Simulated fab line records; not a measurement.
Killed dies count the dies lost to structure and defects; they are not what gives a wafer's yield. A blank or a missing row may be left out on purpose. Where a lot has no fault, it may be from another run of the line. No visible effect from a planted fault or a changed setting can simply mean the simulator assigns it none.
fab line records -- flow n5-finfet
record: lots: 5, wafers: 14, last-day: 17
route steps=1938 shown BEOL_M14@1730 PASSIVATION@1936
lots untouched by any fault: they come from a run of this same line in which no faults occurred
start-h: hours from the record's opening day to when the first of the lot's shown wafers began -- wait-h: how many hours have passed since the lot's step before this one -- " identical to the entry in the row above -- L1.1+2: a row that stands for several wafers -- - either no value or no given start -- * or withheld: withheld -- < > ~ a bound
route shown NAME@n: names a module that has steps shown in the file, with the first one's number in the route -- usual: mean/standard deviation taken from wafers without a fault -- same: alike in all rows -- chamber/n: place in a boat -- sites: the reading at each site -- _std_site: the values' standard deviation -- _edge_site: outer sites' mean less inner sites' -- radius-mm: for every site, how far away it sits from the centre of the wafer -- mask NAME#n: copy n -- behind: tool/chamber where the wafer was last shaped -- hold: why the lot went on hold/how many hours it stayed there/how the hold came to an end -- device: transistor that didn't switch, given as n, p or np -- end of line: the route-end tests of the same wafers -- where a step has no rows: the recipe by itself -- killed: dies that structure and defects cost at the first sort, which is not the same as the wafer's yield -- map: per-die view of a wafer (x killed, . not killed, _ where there is no die)
set.NAME: the setting that was run; set.NAME@STEP: the one run at that earlier step -- model.NAME: the simulator's own value behind a step, which no gauge read
lots at some steps of the route; a table a step, a row a wafer
services: from which hour (start-h, from the record's first day; less than 0 if before it) a tool's chamber was out of use, for how many hours, and why
== steps ==
step: N5_BEOL_M14_ETCH_59
recipe: chemistry: N2/H2, target: BARC, target-depth-a: 890, overetch-a: 267, time-s: 67.9, ion-energy-ev: 200, pressure-mtorr: 30, source-w: 840, bias-w: 150, n2-flow-sccm: 200, h2-flow-sccm: 200
usual: chamber-pressure-mTorr: 30.000/0.029, drypump-motor-current-A: 5.8/0.43, oes-product-au: 0.70/0.069, rf-vpp-V: 524.6/2.7, showerhead-plenum-p-Torr: 2.57/0.096, throttle-valve-pct: 17.82/0.25
lot.wafer,tool,chamber,start-h,wait-h,chamber-pressure-mTorr,drypump-motor-current-A,oes-product-au,rf-hours-counter-h,rf-vpp-V,showerhead-plenum-p-Torr,throttle-valve-pct
L725.2,rie-diel-04,2,272.54,0.0,30.018,5.5,0.61,218,520.4,2.42,17.96
L725.4,rie-diel-04,3,272.54,0.0,30.011,5.7,0.76,-,524.7,2.59,17.67
L725.5,rie-diel-04,2,272.54,0.0,29.991,5.5,0.60,-,520.0,2.42,17.97
L728.2,rie-diel-05,0,286.81,0.0,29.991,6.6,0.66,143,526.6,2.66,18.05
L728.4,rie-diel-05,2,286.81,0.0,30.006,5.1,0.72,-,528.4,2.71,17.64
L728.6,rie-diel-05,1,286.81,0.0,29.977,5.6,0.58,-,519.6,2.40,17.89
L731.2,rie-diel-04,1,311.78,0.0,29.973,6.1,0.68,110,524.6,2.57,17.79
L731.4,rie-diel-04,0,311.78,0.0,30.005,6.4,0.75,32,525.7,2.57,18.10
L731.5,rie-diel-04,2,311.78,0.0,30.006,5.5,0.60,-,518.7,2.41,17.99
L735.1,rie-diel-05,1,331.29,0.0,30.009,5.6,0.82,1,528.4,2.71,17.56
L735.2,rie-diel-05,0,331.29,0.0,30.012,6.6,0.65,162,526.6,2.65,18.08
L743.4,rie-diel-04,0,383.66,0.0,29.974,6.4,0.72,-,526.3,2.56,18.14
L743.5,rie-diel-04,3,383.66,0.0,29.937,5.7,0.71,-,523.8,2.58,17.75
L743.6,rie-diel-04,1,383.66,0.0,30.068,6.1,0.67,-,523.4,2.56,17.83
step: N5_BEOL_M14_VIA_ETCH_16
recipe: chemistry: C4F8/O2/Ar, target: SiO2, he-inner-torr: 15, he-outer-torr: 30, target-depth-a: 12313, time-s: withheld, ion-energy-ev: 800, pressure-mtorr: 20, source-w: 1905, bias-w: 2040, Ar_flow_sccm: 400, C4F8_flow_sccm: 16, O2_flow_sccm: 12, ends: cleared
usual: chamber-pressure-mTorr: 20.000/0.017, drypump-motor-current-A: 5.8/0.43, oes-product-au: 0.74/0.078, rf-vpp-V: 2230/37, showerhead-plenum-p-Torr: 3.47/0.13, throttle-valve-pct: 30.8/0.32
lot.wafer,tool,chamber,start-h,wait-h,chamber-pressure-mTorr,drypump-motor-current-A,oes-product-au,rf-vpp-V,showerhead-plenum-p-Torr,throttle-valve-pct
L725.2,rie-diel-04,2,272.59,0.0,19.998,5.5,0.63,2278,3.27,30.8
L725.4,rie-diel-04,3,272.59,0.0,19.986,5.7,0.81,2248,3.49,30.7
L725.5,rie-diel-04,2,272.59,0.0,20.024,5.5,0.63,2278,3.27,30.8
L728.2,rie-diel-05,0,286.86,0.0,19.979,6.6,0.68,2240,3.57,31.0
L728.4,rie-diel-05,2,286.86,0.0,19.989,5.1,0.76,2200,3.65,30.7
L728.6,rie-diel-05,1,286.86,0.0,19.996,5.6,0.60,2242,3.25,30.7
L731.2,rie-diel-04,1,311.83,0.0,20.029,6.1,0.73,2233,3.46,30.8
L731.4,rie-diel-04,0,311.83,0.0,20.024,6.4,0.80,2173,3.52,31.6
L731.5,rie-diel-04,2,311.83,0.0,19.990,5.5,0.62,2277,3.26,30.8
L735.1,rie-diel-05,1,331.35,0.0,20.011,5.6,0.88,2279,3.64,30.7
L735.2,rie-diel-05,0,331.35,0.0,19.997,6.6,0.68,2239,3.56,31.0
L743.4,rie-diel-04,0,383.77,0.1,20.020,6.4,0.78,2171,3.51,31.6
L743.5,rie-diel-04,3,383.77,0.1,19.945,5.7,0.76,2246,3.47,30.8
L743.6,rie-diel-04,1,383.77,0.1,20.011,6.1,0.70,2233,3.44,30.8
step: N5_BEOL_M14_STRIP_63
recipe: chemistry: O2, power-w: 600, temp-c: 60, pressure-mtorr: 30, rf-frequency-hz: 6e+07, bias-power-w: 0, overash-fraction: 0.3, o2-flow-sccm: 225
usual: chamber-pressure-mTorr: 30.00/0.049, drypump-motor-current-A: 5.8/0.43, oes-product-au: 0.81/0.086, rf-vpp-V: 3.6/0.88, showerhead-plenum-p-Torr: 2.12/0.071, throttle-valve-pct: 16.61/0.24
same: bias-power-w: 0
lot.wafer,tool,chamber,start-h,wait-h,chamber-pressure-mTorr,drypump-motor-current-A,oes-product-au,rf-hours-counter-h,rf-vpp-V,showerhead-plenum-p-Torr,throttle-valve-pct
L725.2,rie-diel-04,2,-,-,30.06,5.5,0.68,218,3.0,2.01,16.83
L725.4,rie-diel-04,3,-,-,29.95,5.7,0.90,-,3.9,2.16,16.58
L725.5,rie-diel-04,2,-,-,30.00,5.5,0.69,-,3.3,2.01,16.81
L728.2,rie-diel-05,0,-,-,29.96,6.6,0.77,144,4.1,2.18,16.72
L728.4,rie-diel-05,2,-,-,29.95,5.1,0.83,-,3.7,2.19,16.19
L728.6,rie-diel-05,1,-,-,30.04,5.6,0.67,-,3.5,1.96,16.67
L731.2,rie-diel-04,1,-,-,30.06,6.1,0.80,110,2.8,2.10,16.47
L731.4,rie-diel-04,0,-,-,30.00,6.4,0.90,32,4.4,2.13,16.85
L731.5,rie-diel-04,2,-,-,30.05,5.5,0.67,-,5.7,2.00,16.85
L735.1,rie-diel-05,1,-,-,29.99,5.6,0.98,1,3.5,2.22,16.24
L735.2,rie-diel-05,0,-,-,30.03,6.6,0.76,162,3.9,2.17,16.80
L743.4,rie-diel-04,0,-,-,30.04,6.4,0.88,-,4.4,2.13,16.94
L743.5,rie-diel-04,3,-,-,29.95,5.7,0.82,-,3.5,2.14,16.67
L743.6,rie-diel-04,1,-,-,30.00,6.1,0.79,-,3.6,2.09,16.53
step: N5_BEOL_M14_STRIP_64
recipe: chemistry: O2, power-w: 600, temp-c: 60, pressure-mtorr: 30, rf-frequency-hz: 6e+07, bias-power-w: 0, overash-fraction: 0.3, o2-flow-sccm: 225
step: N5_BEOL_M14_STRIP_71
recipe: chemistry: post-etch-residue-remover, time-s: 60, temp-c: 25, remover-ph: withheld, remover-water-wt-pct: withheld, remover-fluoride-wt-pct: withheld
step: N5_BEOL_M14_SRD_72
recipe: time-s: 30, temp-c: 23, rinse-liquid: diw, dry: n2-spin, spin-rpm: 1500, dry-time-s: 30
step: N5_BEOL_M14_CD_MEAS_17
recipe: target-cd-nm: 250, polarity: opening
usual: cd-nm: 251.4/2.2
lot.wafer,tool,chamber,start-h,wait-h,cd-nm
L725.2,cd-sem-02,-,272.94,0.0,250.4
L725.4,cd-sem-02,-,272.94,0.0,252.3
L725.5,cd-sem-02,-,272.94,0.0,254.9
L728.2,cd-sem-02,-,287.21,0.0,249.0
L728.4,cd-sem-02,-,287.21,0.0,252.9
L728.6,cd-sem-02,-,287.21,0.0,249.4
L731.2,cd-sem-03,-,312.18,0.0,255.8
L731.4,cd-sem-03,-,312.18,0.0,253.2
L731.5,cd-sem-03,-,312.18,0.0,251.1
L735.1,cd-sem-03,-,331.69,0.0,250.7
L735.2,cd-sem-03,-,331.69,0.0,248.3
L743.4,cd-sem-01,-,384.03,0.0,251.3
L743.5,cd-sem-01,-,384.03,0.0,254.6
L743.6,cd-sem-01,-,384.03,0.0,250.6
step: N5_BEOL_M14_COAT_65
recipe: resist: SOC, temp-c: 250, time-s: 60, spin-rpm: 1500, resist-thk-nm: 450
step: N5_BEOL_M14_COAT_66
recipe: resist: SiARC, temp-c: 220, time-s: 60, spin-rpm: 1500, resist-thk-nm: 110
step: N5_BEOL_M14_COAT_22
recipe: spin-rpm: 2888, resist-thk-nm: 300
step: N5_BEOL_M14_EBR_24
recipe: solvent: PGMEA, ebr-width-mm: 1.5
step: N5_BEOL_M14_SOFTBAKE_23
recipe: temp-c: 130, time-s: 60
step: N5_BEOL_M14_EXPOSE_25
recipe: mask-id: M14, na: 0.8, source-shape: annular, sigma-inner: 0.5, sigma-outer: 0.8, polarization: unpolarized, target-cd-nm: 280, dose-mj: 26.6
usual: reticle-temp-C: 22.98/0.12
lot.wafer,tool,chamber,start-h,wait-h,mask,reticle-temp-C
L725.2,krf-scanner-02,0,273.10,-,M14#0,22.91
L725.4,krf-scanner-02,0,273.10,-,M14#0,22.85
L725.5,krf-scanner-02,0,273.10,-,M14#0,22.85
L728.2,krf-scanner-02,0,287.37,-,M14#0,23.18
L728.4,krf-scanner-02,0,287.37,-,M14#0,23.00
L728.6,krf-scanner-02,0,287.37,-,M14#0,23.08
L731.2,krf-scanner-01,0,312.47,-,M14#0,23.16
L731.4,krf-scanner-01,0,312.47,-,M14#0,23.04
L731.5,krf-scanner-01,0,312.47,-,M14#0,23.07
L735.1,krf-scanner-02,0,331.97,-,M14#0,22.99
L735.2,krf-scanner-02,0,331.97,-,M14#0,22.90
L743.4,krf-scanner-01,0,384.33,-,M14#0,22.93
L743.5,krf-scanner-01,0,384.33,-,M14#0,22.90
L743.6,krf-scanner-01,0,384.33,-,M14#0,22.89
step: N5_BEOL_M14_PEB_26
recipe: peb-temp-c: 130, peb-time-s: 90
step: N5_BEOL_M14_DEVELOP_27
recipe: develop-time-s: 45, rinse-liquid: diw, dry: air-spin, dev-temp-c: 21
step: N5_BEOL_M14_HARDBAKE_32
recipe: temp-c: 130, time-s: 120
step: N5_BEOL_M14_CD_MEAS_28
recipe: target-cd-nm: 284.4, landing-energy-ev: 500, detector: se-inlens
usual: cd-nm: 284.9/1.7
lot.wafer,tool,chamber,start-h,wait-h,cd-nm
L725.2,cd-sem-02,0,273.27,-,284.4
L725.4,cd-sem-02,0,273.27,-,284.0
L725.5,cd-sem-02,0,273.27,-,283.8
L728.2,cd-sem-01,0,287.54,-,287.3
L728.4,cd-sem-01,0,287.54,-,285.6
L728.6,cd-sem-01,0,287.54,-,284.6
L731.2,cd-sem-01,0,312.63,-,283.6
L731.4,cd-sem-01,0,312.63,-,286.2
L731.5,cd-sem-01,0,312.63,-,283.2
L735.1,cd-sem-03,0,332.15,-,279.2
L735.2,cd-sem-03,0,332.15,-,289.3
L743.4,cd-sem-03,0,384.49,-,286.4
L743.5,cd-sem-03,0,384.49,-,285.4
L743.6,cd-sem-03,0,384.49,-,287.7
step: N5_BEOL_M14_OVL_MEAS_29
recipe: points-per-wafer: 44
usual: M14_OVL: 6/5.3
lot.wafer,tool,chamber,start-h,wait-h,M14_OVL[nm]
L725.2,overlay-02,0,273.30,0.0,4
L725.4,overlay-02,0,273.30,0.0,-2
L725.5,overlay-02,0,273.30,0.0,8
L728.2,overlay-01,0,287.57,0.0,18
L728.4,overlay-01,0,287.57,0.0,15
L728.6,overlay-01,0,287.57,0.0,8
L731.2,overlay-02,0,312.66,0.0,0
L731.4,overlay-02,0,312.66,0.0,8
L731.5,overlay-02,0,312.66,0.0,-3
L735.1,overlay-02,0,332.18,0.0,0
L735.2,overlay-02,0,332.18,0.0,0
L743.4,overlay-02,0,384.51,0.0,-3
L743.5,overlay-02,0,384.51,0.0,-7
L743.6,overlay-02,0,384.51,0.0,3
step: N5_BEOL_M14_INSPECT_30
recipe: mode: adi, inspect-instrument: macro
usual: raw-defect-count: 2.2/1.4
lot.wafer,tool,chamber,start-h,wait-h,raw-defect-count
L725.2,defect-inspect-01,-,273.32,0.0,1
L725.4,defect-inspect-01,-,273.32,0.0,1
L725.5,defect-inspect-01,-,273.32,0.0,3
L728.2,defect-inspect-01,-,287.59,0.0,4
L728.4,defect-inspect-01,-,287.59,0.0,1
L728.6,defect-inspect-01,-,287.59,0.0,4
L731.2,defect-inspect-01,-,312.69,0.0,2
L731.4,defect-inspect-01,-,312.69,0.0,3
L731.5,defect-inspect-01,-,312.69,0.0,1
L735.1,defect-inspect-02,-,332.20,0.0,2
L735.2,defect-inspect-02,-,332.20,0.0,1
L743.4,defect-inspect-02,-,384.54,0.0,2
L743.5,defect-inspect-02,-,384.54,0.0,2
L743.6,defect-inspect-02,-,384.54,0.0,1
step: N5_BEOL_M14_DESCUM_33
recipe: chemistry: O2, time-s: 7.9, source-power-w: 50, bias-power-w: 20, pressure-mtorr: 20, rf-frequency-hz: 2.712e+07, temp-c: 40, o2-flow-sccm: 225
usual: bias-power-w: 20.00/0.059, chamber-pressure-mTorr: 19.999/0.019, drypump-motor-current-A: 5.8/0.36, oes-product-au: 0.82/0.086, rf-vpp-V: 243.5/1.5, showerhead-plenum-p-Torr: 2.12/0.071, throttle-valve-pct: 20.35/0.27
lot.wafer,tool,chamber,start-h,wait-h,bias-power-w,chamber-pressure-mTorr,drypump-motor-current-A,oes-product-au,rf-hours-counter-h,rf-vpp-V,showerhead-plenum-p-Torr,throttle-valve-pct,model.BEOL_M14.cd-nm
L725.2,rie-diel-04,2,273.37,0.0,19.99,19.975,5.5,0.69,218,244.0,2.00,20.60,284.6
L725.4,rie-diel-04,3,273.37,0.0,19.92,19.953,5.7,0.89,-,243.5,2.15,20.44,284
L725.5,rie-diel-04,0,273.37,0.0,19.90,20.001,6.4,0.92,-,243.9,2.14,20.72,283.8
L728.2,rie-diel-04,3,287.62,0.0,20.16,19.974,5.7,0.88,29,244.0,2.15,20.45,287.2
L728.4,rie-diel-04,0,287.62,0.0,19.98,20.011,6.4,0.91,23,243.2,2.13,20.75,285.6
L728.6,rie-diel-04,2,287.62,0.0,20.02,20.013,5.5,0.69,-,241.5,2.00,20.59,284.4
L731.2,rie-diel-04,1,312.72,0.0,20.01,20.025,6.1,0.80,110,244.5,2.09,20.22,284
L731.4,rie-diel-04,0,312.72,0.0,19.98,20.007,6.4,0.89,32,244.0,2.13,20.76,286.6
L731.5,rie-diel-04,2,312.72,0.0,19.97,20.014,5.4,0.68,-,239.5,2.00,20.63,283
L735.1,rie-diel-03,1,332.23,0.0,20.06,19.983,5.8,0.78,94,245.1,2.10,20.48,279.4
L735.2,rie-diel-03,2,332.23,0.0,20.12,19.978,5.9,0.90,32,244.1,2.22,20.04,289.2
L743.4,rie-diel-03,0,384.57,0.0,20.00,20.017,5.8,0.89,39,243.7,2.15,19.96,286.4
L743.5,rie-diel-03,1,384.57,0.0,19.91,19.998,5.8,0.77,-,243.8,2.09,20.49,285.2
L743.6,rie-diel-03,2,384.57,0.0,20.04,20.011,5.9,0.87,-,244.3,2.21,20.07,287.6
step: N5_BEOL_M14_ETCH_67
recipe: chemistry: CF4, target: SiARC, target-depth-a: 1430, time-s: 238.3, ion-energy-ev: 80, pressure-mtorr: 40, source-w: 545, bias-w: 36, Ar_flow_sccm: 100, cf4-flow-sccm: 100, ends: cleared
step: N5_BEOL_M14_ETCH_68
recipe: chemistry: N2/H2, target: SOC, mask-material: SiARC, source-w: 3000, bias-w: 350, temp-c: 40, time-s: 450, ion-energy-ev: 200, pressure-mtorr: 30, n2-flow-sccm: 200, h2-flow-sccm: 200
usual: chamber-pressure-mTorr: 30.000/0.027, drypump-motor-current-A: 5.8/0.36, oes-product-au: 0.82/0.086, rf-vpp-V: 524.6/2.7, showerhead-plenum-p-Torr: 2.57/0.096, throttle-valve-pct: 17.64/0.3
lot.wafer,tool,chamber,start-h,wait-h,chamber-pressure-mTorr,drypump-motor-current-A,oes-product-au,rf-hours-counter-h,rf-vpp-V,showerhead-plenum-p-Torr,throttle-valve-pct
L725.2,rie-diel-04,2,273.55,0.1,29.985,5.5,0.69,218,519.3,2.42,17.87
L725.4,rie-diel-04,3,273.55,0.1,29.969,5.7,0.90,-,523.7,2.59,17.57
L725.5,rie-diel-04,0,273.55,0.1,30.023,6.4,0.93,-,527.0,2.58,17.96
L728.2,rie-diel-04,3,287.80,0.1,29.958,5.7,0.89,29,524.5,2.59,17.58
L728.4,rie-diel-04,0,287.80,0.1,30.016,6.4,0.92,23,526.0,2.58,17.99
L728.6,rie-diel-04,2,287.80,0.1,30.036,5.5,0.69,-,520.0,2.42,17.86
L731.2,rie-diel-04,1,312.90,0.1,30.056,6.1,0.80,111,524.1,2.57,17.66
L731.4,rie-diel-04,0,312.90,0.1,29.987,6.4,0.90,32,523.9,2.57,17.99
L731.5,rie-diel-04,2,312.90,0.1,29.991,5.5,0.69,-,521.1,2.41,17.89
L735.1,rie-diel-03,1,332.42,0.1,30.003,5.8,0.78,94,525.3,2.58,18.07
L735.2,rie-diel-03,2,332.42,0.1,30.078,5.9,0.90,32,527.8,2.69,17.22
L743.4,rie-diel-03,0,384.75,0.1,29.946,5.8,0.88,39,525.8,2.58,17.11
L743.5,rie-diel-03,1,384.75,0.1,29.990,5.8,0.75,-,523.9,2.57,18.10
L743.6,rie-diel-03,2,384.75,0.1,30.001,5.9,0.86,-,528.0,2.68,17.26
step: N5_BEOL_M14_STRIP_69
recipe: chemistry: N2/H2, temp-c: 40, n2-flow-sccm: 200, h2-flow-sccm: 200, rf-frequency-hz: 6e+07
step: N5_BEOL_M14_TRENCH_ETCH_34
recipe: chemistry: C4F8/O2/Ar, target: SiO2, target-depth-a: 5566.5, mask-material: SOC, he-inner-torr: 15, he-outer-torr: 30, time-s: 126.9, ion-energy-ev: 800, pressure-mtorr: 20, source-w: 1905, bias-w: 2040, Ar_flow_sccm: 400, C4F8_flow_sccm: 16, O2_flow_sccm: 12
usual: chamber-pressure-mTorr: 20.000/0.019, drypump-motor-current-A: 5.8/0.36, oes-product-au: 0.82/0.086, rf-vpp-V: 2228/40, showerhead-plenum-p-Torr: 3.47/0.12, throttle-valve-pct: 30.78/0.28
lot.wafer,tool,chamber,start-h,wait-h,chamber-pressure-mTorr,drypump-motor-current-A,oes-product-au,rf-hours-counter-h,rf-vpp-V,showerhead-plenum-p-Torr,throttle-valve-pct
L725.2,rie-diel-04,2,273.82,0.0,20.001,5.5,0.69,219,2277,3.27,30.81
L725.4,rie-diel-04,3,273.82,0.0,20.004,5.7,0.90,-,2247,3.49,30.76
L725.5,rie-diel-04,0,273.82,0.0,19.974,6.4,0.93,-,2174,3.53,31.58
L728.2,rie-diel-04,3,288.08,0.0,19.989,5.7,0.89,29,2247,3.49,30.76
L728.4,rie-diel-04,0,288.08,0.0,19.973,6.4,0.91,23,2172,3.52,31.59
L728.6,rie-diel-04,2,288.08,0.0,20.016,5.5,0.68,-,2278,3.26,30.82
L731.2,rie-diel-04,1,313.18,0.0,20.029,6.1,0.81,111,2233,3.46,30.77
L731.4,rie-diel-04,0,313.18,0.0,20.020,6.4,0.90,33,2173,3.52,31.63
L731.5,rie-diel-04,2,313.18,0.0,20.002,5.5,0.69,-,2276,3.26,30.84
L735.1,rie-diel-03,1,332.69,0.0,19.980,5.8,0.77,95,2240,3.43,30.84
L735.2,rie-diel-03,2,332.69,0.0,19.988,5.9,0.88,32,2194,3.65,30.61
L743.4,rie-diel-03,0,385.03,0.0,20.009,5.8,0.87,39,2267,3.50,30.34
L743.5,rie-diel-03,1,385.03,0.0,19.964,5.8,0.76,-,2243,3.43,30.86
L743.6,rie-diel-03,2,385.03,0.0,20.000,5.9,0.85,-,2193,3.64,30.61
step: N5_BEOL_M14_STRIP_70
recipe: chemistry: C4F8/O2/Ar, resist: SiARC, rf-frequency-hz: 6e+07
step: N5_BEOL_M14_OCD_MEAS_35
usual: trench-depth-nm: 554/13
lot.wafer,tool,chamber,start-h,wait-h,trench-depth-nm
L725.2,ocd-01,-,273.98,0.0,544
L725.4,ocd-01,-,273.98,0.0,571
L725.5,ocd-01,-,273.98,0.0,575
L728.2,ocd-01,-,288.24,0.0,567
L728.4,ocd-01,-,288.24,0.0,569
L728.6,ocd-01,-,288.24,0.0,539
L731.2,ocd-02,-,313.33,0.0,570
L731.4,ocd-02,-,313.33,0.0,579
L731.5,ocd-02,-,313.33,0.0,542
L735.1,ocd-02,-,333.80,1.0,554
L735.2,ocd-02,-,333.80,1.0,544
L743.4,ocd-02,-,385.19,0.0,548
L743.5,ocd-02,-,385.19,0.0,554
L743.6,ocd-02,-,385.19,0.0,537
step: N5_BEOL_M14_STRIP_37
recipe: chemistry: O2, power-w: 600, temp-c: 60, pressure-mtorr: 30, rf-frequency-hz: 6e+07, bias-power-w: 0, overash-fraction: 0.3, o2-flow-sccm: 225
step: N5_BEOL_M14_ETCH_38
recipe: chemistry: CF4/N2, target: SiCN, target-depth-a: 1065, taper-deg: 2, time-s: 120.6, ion-energy-ev: 150, mask-material: SiO2, pressure-mtorr: 40, source-w: 430, bias-w: 70, Ar_flow_sccm: 100, cf4-flow-sccm: 60, n2-flow-sccm: 60
usual: chamber-pressure-mTorr: 40.00/0.037, drypump-motor-current-A: 5.8/0.42, oes-product-au: 0.82/0.087, rf-vpp-V: 382.8/2, showerhead-plenum-p-Torr: 2.23/0.081, throttle-valve-pct: 15.35/0.24
lot.wafer,tool,chamber,start-h,wait-h,chamber-pressure-mTorr,drypump-motor-current-A,oes-product-au,rf-hours-counter-h,rf-vpp-V,showerhead-plenum-p-Torr,throttle-valve-pct,model.BEOL_M14.cd-nm
L725.2,rie-diel-05,2,-,-,39.95,5.1,0.85,54,384.4,2.35,15.14,282.2
L725.4,rie-diel-05,1,-,-,40.01,5.6,0.67,243,380.0,2.08,15.51,281.6
L725.5,rie-diel-05,1,-,-,39.94,5.6,0.66,-,380.1,2.08,15.51,282.4
L728.2,rie-diel-03,3,-,-,40.02,5.5,0.87,57,380.9,2.15,15.43,285.2
L728.4,rie-diel-03,1,-,-,40.02,5.8,0.80,-,382.3,2.22,15.45,284.8
L728.6,rie-diel-03,3,-,-,40.01,5.5,0.87,-,381.5,2.15,15.44,282.2
L731.2,rie-diel-05,2,-,-,40.02,5.1,0.84,69,386.5,2.34,15.18,277.8
L731.4,rie-diel-05,2,-,-,39.99,5.1,0.84,-,384.3,2.34,15.18,283.8
L731.5,rie-diel-05,0,-,-,40.05,6.6,0.76,-,384.5,2.30,15.60,278.2
L735.1,rie-diel-04,3,-,-,40.02,5.7,0.88,46,382.9,2.23,15.26,276
L735.2,rie-diel-04,0,-,-,39.98,6.4,0.89,40,384.0,2.25,15.67,288
L743.4,rie-diel-04,3,-,-,39.98,5.7,0.85,63,383.9,2.23,15.30,283
L743.5,rie-diel-04,3,-,-,40.05,5.6,0.85,-,383.2,2.23,15.30,280.6
L743.6,rie-diel-04,2,-,-,39.97,5.5,1.01,-,384.9,2.36,15.08,284.4
step: N5_BEOL_M14_PRECLEAN_39
recipe: chemistry: residue-remover, time-s: 60, temp-c: 40
step: N5_PASSIVATION_PROBE_49
usual: defect-limited-yield: 91.4/1.5, killed_at_M0_to_M3: 35/11, killed_at_M4_up: 16/7, killed-at-contacts: 11/5.3, killed-at-front-end: 37/11, killed-at-other: 3.1/2.8, killed-dies: 102/18, killed-open: 69/15, killed-short: 31/7.8, sort_bin_5_function: 5.1/1.1, sort_bin_6_memory: 3.2/0.69, sort_bin_8_speed: 0.00/0.016, sort-n-pass: 1078/18, sort-yield-pct: 91.4/1.5
same: gross-dies: 1180, killed-at-back-side: 0, sort_bin_4_leakage[%]: 0
lot.wafer,tool,chamber,start-h,wait-h,defect-limited-yield[%],killed_at_M0_to_M3,killed_at_M4_up,killed-at-contacts,killed-at-front-end,killed-at-other,killed-dies,killed-open,killed-short,sort_bin_5_function[%],sort_bin_6_memory[%],sort_bin_8_speed[%],sort-n-pass,sort-yield-pct[%]
L725.2,prober-01,-,301.08,0.1,87.6,54,35,25,29,3,146,117,29,6.9,5.3,0,1034,87.6
L725.4,prober-01,-,301.18,0.2,88.2,55,20,21,38,5,139,100,39,6.8,4.7,0,1041,88.2
L725.5,prober-01,-,301.23,0.2,87.5,79,31,17,21,0,148,102,45,8.3,3.7,0,1032,87.5
killed by level:class
L725.2 MOL_CONTACT_COAG:geometric-particle:open=22 BEOL_M4:geometric-particle:open=22 BEOL_M0_SAQP:geometric-particle:open=14 BEOL_M2:geometric-particle:open=12 BEOL_M3:geometric-particle:open=11 BEOL_M0_SAQP:geometric-particle:short=10 FIN_SAQP:geometric-particle:open=8 STI_FIN_REVEAL:geometric-particle:open=8
L725.4 MOL_CONTACT_COAG:geometric-particle:open=19 BEOL_M3:geometric-particle:open=17 BEOL_M0_SAQP:geometric-particle:open=11 STI_FIN_REVEAL:geometric-particle:open=11 BEOL_M0_SAQP:geometric-particle:short=11 BEOL_M4:geometric-particle:open=8 FIN_SAQP:geometric-particle:short=7 BEOL_M1:geometric-particle:open=6
L725.5 BEOL_M4:geometric-particle:open=21 BEOL_M3:geometric-particle:open=20 BEOL_M0_SAQP:geometric-particle:short=19 MOL_CONTACT_COAG:geometric-particle:open=14 BEOL_M2:geometric-particle:open=11 BEOL_M0_SAQP:geometric-particle:open=10 BEOL_M1:geometric-particle:open=9 BEOL_M3:geometric-particle:short=6
== services ==
tool,chamber,start-h,hours,kind
rie-diel-03,3,248.74,6.3,repair
rie-diel-04,3,251.44,4.5,repair
rie-diel-05,3,256.33,3.1,repair
rie-diel-03,2,262.22,1.6,repair
rie-diel-04,1,270.31,3.5,repair
krf-scanner-01,-,272.11,3.6,pm
krf-scanner-01,-,277.12,1.3,pm
krf-scanner-02,-,279.21,1.0,pm
rie-diel-05,3,283.27,-,clean
rie-diel-05,3,283.27,-,consumable-replace:focus-ring
rie-diel-03,2,283.29,16.3,repair
krf-scanner-01,-,299.65,1.0,pm
rie-diel-05,2,309.40,3.4,repair
rie-diel-05,3,320.86,5.4,repair
rie-diel-03,1,344.53,6.7,repair
rie-diel-04,0,355.13,2.6,repair
krf-scanner-02,-,361.94,0.8,pm
rie-diel-04,2,368.35,-,clean
rie-diel-04,2,368.35,-,consumable-replace:focus-ring
rie-diel-04,2,368.35,-,consumable-replace:showerhead
rie-diel-04,2,368.35,16.0,scheduled-down
rie-diel-04,2,368.35,16.0,vent-cycle
rie-diel-05,2,371.44,6.7,repair
rie-diel-05,1,376.36,4.9,repair
== key ==
first-sign none at tools or gauges
model-effect: step: N5_BEOL_M14_DESCUM_33, value: BEOL_M14.cd-nm, without: 280.4, struck: 289.2
model-effect: step: N5_BEOL_M14_ETCH_38, value: BEOL_M14.cd-nm, without: 279.4, struck: 288
met-at N5_BEOL_M14_EXPOSE_25
struck-wafers L735.2
onset-between 287.37 331.97
fault: kind: process-parameter-drift, tool: krf-scanner-02, chamber: -, onset-h: 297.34, steps: N5_BEOL_M14_EXPOSE_25, channel: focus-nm, offset: 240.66, shape: step, end-h: 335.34, scope: struck-wafers-only
